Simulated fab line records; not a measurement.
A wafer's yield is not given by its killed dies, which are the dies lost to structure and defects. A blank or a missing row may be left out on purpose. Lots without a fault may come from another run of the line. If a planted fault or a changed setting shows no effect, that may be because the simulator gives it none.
The tool behind it: which one? | flow n5 finfet | 24 lots with 72 wafers sampled at 5 steps, on a route of 1938 steps

WHAT THE GAUGES READ, wafer by wafer
N5_BEOL_M6_CD_MEAS_28: target cd 40 nm. Usual: cd nm 39.95 nm, standard deviation 0.24.
lot  | measured     | on        | cd nm (nm)        | flag
L074 | day 8 13:20  | cd sem-03 | 40.02 39.75 40.15 |
L075 | day 9 01:21  | cd sem-03 | 39.81 40.03 40.03 |
L076 | day 9 03:18  | cd sem-01 | 39.94 39.70 39.86 |
L077 | day 9 11:43  | cd sem-01 | 40.21 39.63 40.26 |
L078 | day 9 14:53  | cd sem-02 | 40.21 40.06 39.94 |
L079 | day 9 20:50  | cd sem-01 | 39.97 39.88 39.88 |
L080 | day 10 04:23 | cd sem-02 | 39.94 40.01 40.33 |
L082 | day 10 13:14 | cd sem-01 | 39.89 39.74 40.15 |
L081 | day 10 14:59 | cd sem-01 | 40.09 39.99 40.30 |
L083 | day 10 15:07 | cd sem-01 | 39.52 39.51 39.69 |
L084 | day 10 17:50 | cd sem-01 | 39.98 39.61 39.51 |
L085 | day 11 09:23 | cd sem-01 | 40.08 39.92 39.93 |
L086 | day 11 17:44 | cd sem-01 | 39.10 39.96 39.68 |
L088 | day 11 19:38 | cd sem-02 | 39.60 39.65 39.98 |
L087 | day 11 20:00 | cd sem-02 | 40.02 39.65 40.09 |
L089 | day 12 16:20 | cd sem-02 | 39.67 40.12 40.05 |
L090 | day 13 01:49 | cd sem-02 | 39.82 39.70 39.74 |
L091 | day 13 01:53 | cd sem-03 | 39.97 40.12 39.90 |
L092 | day 13 04:23 | cd sem-02 | 39.94 39.64 39.75 |
L093 | day 13 04:48 | cd sem-01 | 40.11 40.32 39.80 |
L094 | day 13 16:32 | cd sem-03 | 40.24 40.11 40.15 |
L095 | day 13 18:41 | cd sem-02 | 40.10 39.87 39.56 |
L097 | day 14 07:34 | cd sem-01 | 39.80 39.44 39.79 |
L096 | day 14 10:56 | cd sem-03 | 39.73 39.99 39.78 |

N5_BEOL_M6_INSPECT_30: inspects for defects (brightfield). Usual: raw defect count 420, standard deviation 92.
lot  | measured     | on                | raw defect count | flag
L074 | day 8 13:26  | defect inspect-01 | 283 365 382      |
L075 | day 9 01:26  | defect inspect-01 | 406 366 428      |
L076 | day 9 03:23  | defect inspect-02 | 342 432 375      |
L077 | day 9 11:48  | defect inspect-01 | 270 416 373      |
L078 | day 9 14:58  | defect inspect-02 | 472 424 392      |
L079 | day 9 20:55  | defect inspect-02 | 558 459 606      |
L080 | day 10 04:29 | defect inspect-02 | 464 348 529      |
L082 | day 10 13:19 | defect inspect-01 | 346 330 458      |
L081 | day 10 15:04 | defect inspect-01 | 409 402 485      |
L083 | day 10 15:13 | defect inspect-02 | 416 457 414      |
L084 | day 10 17:55 | defect inspect-01 | 385 603 398      |
L085 | day 11 09:29 | defect inspect-01 | 394 267 324      |
L086 | day 11 17:52 | defect inspect-02 | 486 460 550      |
L088 | day 11 19:44 | defect inspect-02 | 363 563 566      |
L087 | day 11 20:05 | defect inspect-02 | 483 586 553      |
L089 | day 12 16:25 | defect inspect-02 | 647 632 504      |
L090 | day 13 01:55 | defect inspect-02 | 508 508 567      |
L091 | day 13 01:58 | defect inspect-02 | 527 574 554      |
L092 | day 13 04:28 | defect inspect-01 | 478 339 415      |
L093 | day 13 04:53 | defect inspect-02 | 364 385 414      |
L094 | day 13 16:37 | defect inspect-01 | 352 304 268      |
L095 | day 13 18:46 | defect inspect-01 | 519 440 282      |
L097 | day 14 07:39 | defect inspect-01 | 531 303 373      |
L096 | day 14 11:01 | defect inspect-01 | 333 272 309      |

N5_BEOL_M6_OCD_MEAS_38. Usual: trench depth nm 94.7 nm, standard deviation 1.6.
lot  | measured     | on     | trench depth nm (nm) | flag
L074 | day 8 13:58  | ocd-01 | 96.4 95.6 95.1       |
L075 | day 9 01:54  | ocd-01 | 96.6 96.3 96.3       |
L076 | day 9 04:13  | ocd-01 | 94.0 93.9 94.7       |
L077 | day 9 12:16  | ocd-01 | 94.3 94.5 94.6       |
L078 | day 9 15:25  | ocd-01 | 93.3 92.9 92.7       |
L079 | day 9 21:29  | ocd-01 | 96.5 97.1 94.0       |
L080 | day 10 04:56 | ocd-02 | 96.7 96.3 94.9       |
L082 | day 10 13:47 | ocd-02 | 95.4 94.0 96.1       |
L081 | day 10 15:32 | ocd-01 | 92.3 93.1 93.1       |
L083 | day 10 15:40 | ocd-01 | 95.7 95.4 96.1       |
L084 | day 10 18:32 | ocd-01 | 96.0 97.4 98.0       |
L085 | day 11 10:11 | ocd-01 | 94.9 96.1 95.0       |
L086 | day 11 18:19 | ocd-01 | 96.7 97.4 95.7       |
L088 | day 11 20:19 | ocd-02 | 94.1 93.3 94.6       |
L087 | day 11 20:58 | ocd-01 | 95.3 93.5 93.1       |
L089 | day 12 16:53 | ocd-01 | 95.6 93.1 94.3       |
L090 | day 13 02:22 | ocd-01 | 94.1 91.3 92.7       |
L091 | day 13 02:26 | ocd-02 | 96.5 98.2 96.4       |
L092 | day 13 05:30 | ocd-01 | 95.2 96.2 95.3       |
L093 | day 13 06:02 | ocd-02 | 91.8 91.8 90.7       |
L094 | day 13 17:05 | ocd-02 | 94.8 95.7 93.6       |
L095 | day 13 19:14 | ocd-01 | 94.5 97.1 95.7       |
L097 | day 14 08:23 | ocd-02 | 92.7 93.7 94.5       |
L096 | day 14 11:43 | ocd-02 | 95.2 93.8 95.4       |

WHICH TOOL RAN EACH LOT (tool, then ch and the chambers of the sampled wafers, then the start)
lot  | N5_BEOL_M6_STRIP_67                | N5_BEOL_M6_ETCH_65
L074 | rie diel-02 ch 0,1,2, day 8 11:22  | rie diel-04 ch 0,3, day 8 13:35
L075 | rie diel-01 ch 1,2,3, day 9 00:20  | rie diel-01 ch 1,2,3, day 9 01:31
L076 | rie diel-02 ch 0,3, day 9 02:38    | rie diel-04 ch 2,3, day 9 03:50
L077 | rie diel-02 ch 0,1,3, day 9 10:27  | rie diel-02 ch 1,3, day 9 11:53
L078 | rie diel-02 ch 1,2,3, day 9 13:02  | rie diel-02 ch 0,2, day 9 15:03
L079 | rie diel-01 ch 1,2,3, day 9 19:59  | rie diel-01 ch 0,1, day 9 21:06
L080 | rie diel-04 ch 0,1,3, day 10 03:52 | rie diel-01 ch 0,2,3, day 10 04:34
L082 | rie diel-01 ch 1,2,3, day 10 12:04 | rie diel-01 ch 1,3, day 10 13:25
L081 | rie diel-04 ch 0,2,3, day 10 13:31 | rie diel-02 ch 1,2, day 10 15:10
L083 | rie diel-02 ch 0,1,3, day 10 14:35 | rie diel-01 ch 0,3, day 10 15:17
L084 | rie diel-04 ch 2,3, day 10 16:35   | rie diel-04 ch 0,2, day 10 18:10
L085 | rie diel-04 ch 0,2,3, day 11 08:50 | rie diel-01 ch 1,2,3, day 11 09:49
L086 | rie diel-02 ch 1,2,3, day 11 16:13 | rie diel-01 ch 0,2,3, day 11 17:57
L088 | rie diel-02 ch 1,2,3, day 11 19:07 | rie diel-02 ch 0,2,3, day 11 19:56
L087 | rie diel-02 ch 0,3, day 11 19:26   | rie diel-02 ch 1,2,3, day 11 20:35
L089 | rie diel-04 ch 0,1, day 12 14:54   | rie diel-04 ch 1,2, day 12 16:31
L090 | rie diel-01 ch 0,1,3, day 13 00:16 | rie diel-02 ch 0,1, day 13 02:00
L091 | rie diel-02 ch 0,2,3, day 13 00:22 | rie diel-04 ch 0,1,2, day 13 02:03
L092 | rie diel-01 ch 0,3, day 13 03:49   | rie diel-01 ch 0,3, day 13 05:08
L093 | rie diel-02 ch 0,1,2, day 13 04:04 | rie diel-02 ch 0,1,3, day 13 05:39
L094 | rie diel-04 ch 0,2,3, day 13 14:53 | rie diel-04 ch 1,2,3, day 13 16:42
L095 | rie diel-04 ch 0,1,2, day 13 18:08 | rie diel-04 ch 1,2, day 13 18:51
L097 | rie diel-01 ch 2,3, day 14 05:17   | rie diel-02 ch 0,3, day 14 08:00
L096 | rie diel-04 ch 0,2, day 14 08:37   | rie diel-01 ch 1,3, day 14 11:21
- N5_BEOL_M6_STRIP_67: strips in CF4.
- N5_BEOL_M6_ETCH_65: etches SiARC in CF4, target depth 15.6 nm, time 26 s.

WHAT THE TOOLS THEMSELVES READ (means of the sampled wafers that have a number; where no wafer has one, the mark that the record gives instead)
N5_BEOL_M6_STRIP_67. Usual: drypump motor current A 5.5 A, standard deviation 0.42; oes product au 0.80 a.u., standard deviation 0.074; rf vpp V 271.1 V, standard deviation 1.3; showerhead plenum p Torr 1.79 Torr, standard deviation 0.047; throttle valve pct 13.69 %, standard deviation 0.24.
lot  | tool        | drypump motor current A (A) | oes product au (a.u.) | rf vpp V (V) | showerhead plenum p Torr (Torr) | throttle valve pct (%) | flag
L074 | rie diel-02 | 5.3                         | 0.80                  | 269.7        | 1.75                            | 13.70                  |
L075 | rie diel-01 | 6.0                         | 0.83                  | 273.3        | 1.84                            | 13.60                  |
L076 | rie diel-02 | 5.4                         | 0.75                  | 271.1        | 1.79                            | 13.83                  |
L077 | rie diel-02 | 5.3                         | 0.79                  | 271.0        | 1.78                            | 13.62                  |
L078 | rie diel-02 | 5.1                         | 0.78                  | 270.1        | 1.75                            | 13.62                  |
L079 | rie diel-01 | 6.0                         | 0.82                  | 271.1        | 1.84                            | 13.64                  |
L080 | rie diel-04 | 5.2                         | 0.78                  | 270.4        | 1.80                            | 13.75                  |
L082 | rie diel-01 | 6.0                         | 0.81                  | 271.9        | 1.83                            | 13.64                  |
L081 | rie diel-04 | 5.5                         | 0.85                  | 271.4        | 1.82                            | 13.67                  |
L083 | rie diel-02 | 5.3                         | 0.78                  | 271.3        | 1.78                            | 13.65                  |
L084 | rie diel-04 | 5.5                         | 0.82                  | 271.2        | 1.82                            | 13.67                  |
L085 | rie diel-04 | 5.5                         | 0.84                  | 271.1        | 1.82                            | 13.69                  |
L086 | rie diel-02 | 5.1                         | 0.76                  | 269.8        | 1.75                            | 13.67                  |
L088 | rie diel-02 | 5.1                         | 0.76                  | 270.4        | 1.75                            | 13.66                  |
L087 | rie diel-02 | 5.4                         | 0.73                  | 271.7        | 1.78                            | 13.87                  |
L089 | rie diel-04 | 5.0                         | 0.90                  | 270.4        | 1.79                            | 13.50                  |
L090 | rie diel-01 | 6.1                         | 0.80                  | 271.9        | 1.81                            | 13.76                  |
L091 | rie diel-02 | 5.2                         | 0.71                  | 270.6        | 1.76                            | 13.89                  |
L092 | rie diel-01 | 6.1                         | 0.81                  | 272.1        | 1.85                            | 13.78                  |
L093 | rie diel-02 | 5.3                         | 0.76                  | 270.0        | 1.74                            | 13.78                  |
L094 | rie diel-04 | 5.5                         | 0.82                  | 271.1        | 1.81                            | 13.73                  |
L095 | rie diel-04 | 5.3                         | 0.86                  | 272.5        | 1.80                            | 13.65                  |
L097 | rie diel-01 | 5.8                         | 0.81                  | 272.4        | 1.88                            | 13.47                  |
L096 | rie diel-04 | 5.5                         | 0.83                  | 271.4        | 1.81                            | 13.73                  |

N5_BEOL_M6_ETCH_65. Usual: for drypump motor current A, 5.5 A with a standard deviation of 0.44; for etch rf on time s, 25.8 s with a standard deviation of 0.37; for mfc ar sccm, 100.00 sccm with a standard deviation of 0.29; for oes product au, 0.69 a.u. with a standard deviation of 0.068; for rf vpp V, 184.1 V with a standard deviation of 1.2; for showerhead plenum p Torr, 2.15 Torr with a standard deviation of 0.063; for throttle valve pct, 15.71 % with a standard deviation of 0.25.
lot  | tool        | drypump motor current A (A) | etch rf on time s (s) | mfc ar sccm (sccm) | oes product au (a.u.) | rf vpp V (V) | showerhead plenum p Torr (Torr) | throttle valve pct (%) | flag
L074 | rie diel-04 | 5.5                         | 25.4                  | 100.12             | 0.75                  | 184.8        | 2.17                            | 15.68                  |
L075 | rie diel-01 | 6.0                         | 25.4                  | 99.85              | 0.72                  | 184.6        | 2.19                            | 15.65                  |
L076 | rie diel-04 | 5.6                         | 25.5                  | 100.00             | 0.75                  | 183.8        | 2.17                            | 15.71                  |
L077 | rie diel-02 | 5.2                         | 26.1                  | 100.02             | 0.72                  | 183.7        | 2.11                            | 15.47                  |
L078 | rie diel-02 | 5.4                         | 26.2                  | 100.07             | 0.63                  | 183.6        | 2.10                            | 15.95                  |
L079 | rie diel-01 | 5.9                         | 25.2                  | 100.09             | 0.76                  | 184.6        | 2.15                            | 15.57                  |
L080 | rie diel-01 | 5.9                         | 25.3                  | 100.13             | 0.75                  | 185.9        | 2.23                            | 15.51                  |
L082 | rie diel-01 | 6.2                         | 25.4                  | 100.06             | 0.68                  | 184.9        | 2.18                            | 15.93                  |
L081 | rie diel-02 | 5.1                         | 26.1                  | 100.00             | 0.66                  | 183.2        | 2.06                            | 15.77                  |
L083 | rie diel-01 | 6.1                         | 25.5                  | 99.50              | 0.72                  | 184.3        | 2.22                            | 15.77                  |
L084 | rie diel-04 | 5.6                         | 25.4                  | 100.10             | 0.75                  | 183.6        | 2.18                            | 15.72                  |
L085 | rie diel-01 | 6.0                         | 25.4                  | 99.99              | 0.69                  | 184.8        | 2.18                            | 15.70                  |
L086 | rie diel-01 | 5.9                         | 25.6                  | 99.93              | 0.73                  | 185.9        | 2.22                            | 15.54                  |
L088 | rie diel-02 | 5.2                         | 26.2                  | 100.11             | 0.62                  | 184.3        | 2.10                            | 15.89                  |
L087 | rie diel-02 | 5.1                         | 26.1                  | 99.92              | 0.65                  | 183.1        | 2.09                            | 15.70                  |
L089 | rie diel-04 | 5.3                         | 25.8                  | 100.08             | 0.76                  | 184.8        | 2.15                            | 15.69                  |
L090 | rie diel-02 | 5.5                         | 26.3                  | 99.97              | 0.65                  | 182.8        | 2.11                            | 15.81                  |
L091 | rie diel-04 | 5.3                         | 25.5                  | 100.07             | 0.75                  | 184.5        | 2.15                            | 15.68                  |
L092 | rie diel-01 | 6.0                         | 25.4                  | 100.14             | 0.73                  | 184.4        | 2.19                            | 15.65                  |
L093 | rie diel-02 | 5.3                         | 26.4                  | 100.10             | 0.65                  | 183.1        | 2.11                            | 15.72                  |
L094 | rie diel-04 | 5.3                         | 25.9                  | 99.50              | 0.71                  | 182.6        | 2.14                            | 15.70                  |
L095 | rie diel-04 | 5.0                         | 25.7                  | 99.76              | 0.76                  | 184.1        | 2.13                            | 15.60                  |
L097 | rie diel-02 | 5.1                         | 26.0                  | 100.00             | 0.61                  | 184.1        | 2.13                            | 15.85                  |
L096 | rie diel-01 | 6.2                         | 25.7                  | 99.63              | 0.64                  | 183.6        | 2.16                            | 16.01                  |

THE ANSWER, worked out from the rows above alone
Rule: a lot counts as off when the mean over its wafers that have a number is more than 3 standard deviations away from the usual mean. A lot without any number at a reading at which 4 lots or more have one is off too. Where the step has rows for the other lots, those lots are counted as sound. After the gauges, taken in route order, come the tools' own readings; for these a lot's mean is taken, as printed above. The first step at which some lot is off is used, and at that step the reading that is off furthest; a lot without a number counts as furthest.
No lot is off on any of the readings shown, so nothing can be concluded from this.

WHAT THE SIMULATOR PUT IN
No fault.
